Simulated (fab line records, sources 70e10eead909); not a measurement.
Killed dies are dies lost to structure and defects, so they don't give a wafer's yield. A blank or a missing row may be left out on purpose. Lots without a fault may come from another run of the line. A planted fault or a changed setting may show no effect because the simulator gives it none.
Chamber matching | flow nand_harc | NHARC_A_STAIRCASE_DEP_151 on pecvd-03: 3 sister chambers
The step deposits SiO2, target thk 7200 nm. 27 wafers are shown with their chamber, then 12 later ones without.

WAFERS WITH THEIR CHAMBER
wafer  | chamber | heater_power_w (W)
L074.4 | 2       | 746
L074.5 | 0       | 492
L074.6 | 1       | 566
L075.3 | 0       | 639
L075.4 | 2       | 736
L075.6 | 1       | 575
L077.3 | 1       | 706
L077.5 | 0       | 494
L077.6 | 2       | 726
L080.1 | 0       | 519
L080.2 | 1       | 652
L080.3 | 2       | 928
L082.3 | 1       | 688
L082.4 | 1       | 578
L082.5 | 0       | 489
L084.2 | 0       | 604
L084.4 | 0       | 496
L084.6 | 2       | 748
L085.2 | 1       | 686
L085.5 | 2       | 727
L085.6 | 1       | 586
L083.3 | 1       | 660
L083.4 | 2       | 746
L083.6 | 1       | 567
L086.1 | 0       | 570
L086.2 | 1       | 629
L086.4 | 0       | 483

SIGNATURES (means of the wafers above)
reading        | chamber 0 | chamber 1 | chamber 2 | scatter within a chamber
heater_power_w | 531.78    | 626.64    | 765.29    | 60.4
Rule: a wafer's distance from a chamber is the root of the sum, over the readings, of the square of ((its reading less the chamber's mean) divided by the reading's scatter). The wafer belongs to the nearest chamber; if the next one is less than 2 further off, it can't be placed. The scatter: the root of (the sum of the squares of (reading less its chamber's mean) over the shown wafers, divided by (wafers less chambers)).

WAFERS WITHOUT THEIR CHAMBER
wafer  | heater_power_w (W)
L090.3 | 694
L090.4 | 481
L090.6 | 581
L093.4 | 730
L093.5 | 584
L093.6 | 505
L095.1 | 768
L095.4 | 598
L095.6 | 491
L096.2 | 589
L096.5 | 497
L096.6 | 742

WHICH CHAMBER EACH WENT THROUGH
wafer  | from the rows above          | in truth
L090.3 | can't be placed: 1 or 2 or 0 | 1
L090.4 | can't be placed: 0 or 1      | 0
L090.6 | can't be placed: 1 or 0      | 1
L093.4 | can't be placed: 2 or 1      | 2
L093.5 | can't be placed: 1 or 0      | 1
L093.6 | can't be placed: 0 or 1      | 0
L095.1 | 2                            | 2
L095.4 | can't be placed: 1 or 0      | 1
L095.6 | can't be placed: 0 or 1      | 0
L096.2 | can't be placed: 1 or 0      | 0
L096.5 | can't be placed: 0 or 1      | 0
L096.6 | can't be placed: 2 or 1      | 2
Placed correctly: 1 of 12. Can't be placed from these rows: 11 (the true chamber is among the candidates in 11). Placed wrongly: 0.
